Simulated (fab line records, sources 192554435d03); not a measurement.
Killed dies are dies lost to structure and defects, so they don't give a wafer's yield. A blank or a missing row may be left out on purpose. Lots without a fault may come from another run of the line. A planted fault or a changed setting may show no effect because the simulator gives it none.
Chamber matching | flow n5_finfet | N5_SD_EPI_N_ETCH_16 on rie_diel-05: 4 sister chambers
The step etches SiO2 in CHF3/O2, target depth 5 nm. 16 wafers are shown with their chamber, then 8 later ones without.

WAFERS WITH THEIR CHAMBER
wafer  | chamber | showerhead_plenum_p_Torr (Torr) | throttle_valve_pct (%) | drypump_motor_current_A (A)
L075.1 | 1       | 2.53                            | 18.63                  | 5.6
L075.4 | 0       | 2.28                            | 19.21                  | 5.1
L075.5 | 1       | 2.53                            | 18.62                  | 5.7
L078.1 | 3       | 2.39                            | 19.00                  | 5.9
L078.4 | 2       | 2.47                            | 18.62                  | 5.8
L078.5 | 1       | 2.53                            | 18.64                  | 5.7
L082.1 | 0       | 2.28                            | 19.24                  | 5.1
L082.4 | 2       | 2.46                            | 18.63                  | 5.8
L082.6 | 0       | 2.28                            | 19.24                  | 5.0
L083.1 | 3       | 2.39                            | 19.03                  | 5.9
L083.4 | 0       | 2.28                            | 19.25                  | 5.1
L083.5 | 1       | 2.53                            | 18.66                  | 5.6
L085.3 | 3       | 2.39                            | 19.03                  | 5.9
L085.5 | 3       | 2.39                            | 19.04                  | 5.9
L085.6 | 1       | 2.52                            | 18.64                  | 5.7
L087.1 | 1       | 2.52                            | 18.67                  | 5.6

SIGNATURES (means of the wafers above)
reading                  | chamber 0 | chamber 1 | chamber 2 | chamber 3 | scatter within a chamber
showerhead_plenum_p_Torr | 2.2800    | 2.5267    | 2.4650    | 2.3900    | 0.00391
throttle_valve_pct       | 19.2350   | 18.6433   | 18.6250   | 19.0250   | 0.0173
drypump_motor_current_A  | 5.075     | 5.650     | 5.800     | 5.900     | 0.0433
Rule: a wafer's distance from a chamber is the root of the sum, over the readings, of the square of ((its reading less the chamber's mean) divided by the reading's scatter). The wafer belongs to the nearest chamber; if the next one is less than 2 further off, it can't be placed. The scatter: the root of (the sum of the squares of (reading less its chamber's mean) over the shown wafers, divided by (wafers less chambers)).

WAFERS WITHOUT THEIR CHAMBER
wafer  | showerhead_plenum_p_Torr (Torr) | throttle_valve_pct (%) | drypump_motor_current_A (A)
L087.2 | 2.46                            | 18.27                  | 5.8
L087.3 | 2.38                            | 19.04                  | 5.9
L089.1 | 2.38                            | 19.05                  | 5.9
L089.4 | 2.52                            | 18.68                  | 5.7
L089.6 | 2.57                            | 18.84                  | 5.0
L095.2 | 2.51                            | 18.70                  | 5.6
L095.4 | 2.56                            | 18.86                  | 5.1
L095.5 | 2.56                            | 18.85                  | 5.0

WHICH CHAMBER EACH WENT THROUGH
wafer  | from the rows above | in truth
L087.2 | 2                   | 2
L087.3 | 3                   | 3
L089.1 | 3                   | 3
L089.4 | 1                   | 1
L089.6 | 1                   | 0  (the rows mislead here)
L095.2 | 1                   | 1
L095.4 | 1                   | 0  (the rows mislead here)
L095.5 | 1                   | 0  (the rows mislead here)
Placed correctly: 5 of 8. Can't be placed from these rows: 0. Placed wrongly: 3.
